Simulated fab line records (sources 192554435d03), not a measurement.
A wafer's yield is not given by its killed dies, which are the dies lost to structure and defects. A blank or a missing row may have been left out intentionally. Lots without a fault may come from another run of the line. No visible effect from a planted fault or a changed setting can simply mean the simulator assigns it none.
Split-lot experiment | flow n5_finfet | 21 wafers read from 7 lots, route of 1938 steps

## THE SPLIT
At N5_MOL_CONTACT_COAG_ETCH_15 (etches SiNx in CH3F/O2, stops on Si:P, target depth 7 nm), the setting source_w was moved away from the recipe's 395 W on 6 of the 21 wafers read, by -15.1% to -7.1%. This setting was run at the recipe's value on the other wafers.

The reading comes from the split's own step.

## THE READING
rf_vpp_V, in V, at N5_MOL_CONTACT_COAG_ETCH_15 (etches SiNx in CH3F/O2, stops on Si:P, target depth 7 nm). A value of 296 V with a standard deviation of 4.6 V is what fault-free wafers of this fab line usually give.

wafer  | tool, chamber at the split | source_w as run, W | against the recipe | rf_vpp_V, V | against lot-mates on the recipe
L077.2 | rie_diel-01, 2             | 395                | recipe             | 290         | -
L077.3 | rie_diel-01, 0             | 395                | recipe             | 292         | -
L077.4 | rie_diel-01, 3             | 348.6              | -11.7%             | 313         | +22
L084.1 | rie_diel-01, 0             | 395                | recipe             | 291         | -
L084.2 | rie_diel-01, 3             | 395                | recipe             | 295         | -
L084.4 | rie_diel-01, 2             | 395                | recipe             | 289         | -
L086.2 | rie_diel-06, 1             | 395                | recipe             | 299         | -
L086.4 | rie_diel-06, 3             | 395                | recipe             | 293         | -
L086.6 | rie_diel-06, 2             | 395                | recipe             | 298         | -
L087.1 | rie_diel-06, 2             | 336.1              | -14.9%             | 323         | +23
L087.2 | rie_diel-06, 1             | 336.1              | -14.9%             | 324         | +24
L087.6 | rie_diel-06, 1             | 395                | recipe             | 300         | -
L093.4 | rie_diel-06, 0             | 395                | recipe             | 303         | -
L093.5 | rie_diel-06, 1             | 395                | recipe             | 299         | -
L093.6 | rie_diel-06, 3             | 395                | recipe             | 291         | -
L096.2 | rie_diel-01, 3             | 335.5              | -15.1%             | 319         | +25
L096.4 | rie_diel-01, 1             | 335.5              | -15.1%             | 322         | +28
L096.6 | rie_diel-01, 3             | 395                | recipe             | 294         | -
L097.1 | rie_diel-06, 0             | 366.8              | -7.1%              | 314         | +15
L097.3 | rie_diel-06, 2             | 395                | recipe             | 299         | -
L097.4 | rie_diel-06, 1             | 395                | recipe             | 299         | -

FIT RESULTS
A straight line over all 21 wafers: rf_vpp_V changes by -1.76 V for each +1% of source_w; r = -0.94; the points scatter about the line by 4.1 V.
The same after taking each lot's own level away (the mean of its wafers on the recipe; 21 wafers): -1.71 V for each +1%; r = -0.97; scatter 2.7 V.
Per that fit: largest source_w move, reading shift of 26 V.
Across the lots, their own levels run from 291.0 to 300.0 V, a range of 2.0 times the standard deviation given above.
Consequently the slope shifts little with the lot-to-lot level, the two slopes agreeing.
Check: with one of the wafers moved furthest among these (-15.1%) left out of the fit, the line predicts +26 V for it against its lot-mates. It came out at +25 V against them.
Tool readings at the split's step, against how far the setting was moved: rf_vpp_V r = -0.94.

## OTHER SPLITS APPLIED TO THESE WAFERS
Note: prior to the reading, these wafers also went through further splits. Each is held against what the fit with the lots' levels taken away leaves over:
other split on the same wafers | wafers away from the commonest value | r with rf_vpp_V (lot level and that fit taken away)
N5_SD_EPI_P_COAT_34 spin_rpm   | 5                                    | -0.14
N5_SDB_COAT_05 spin_rpm        | 6                                    | -0.20
N5_HKMG_FIN_ETCH_58 bias_w     | 8                                    | -0.03
N5_HKMG_FIN_PEB_10 peb_time_s  | 6                                    | +0.01

## THE FILE'S OWN FIT
rf_vpp_V changes by -1.72 V for each +1% of source_w, r = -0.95.
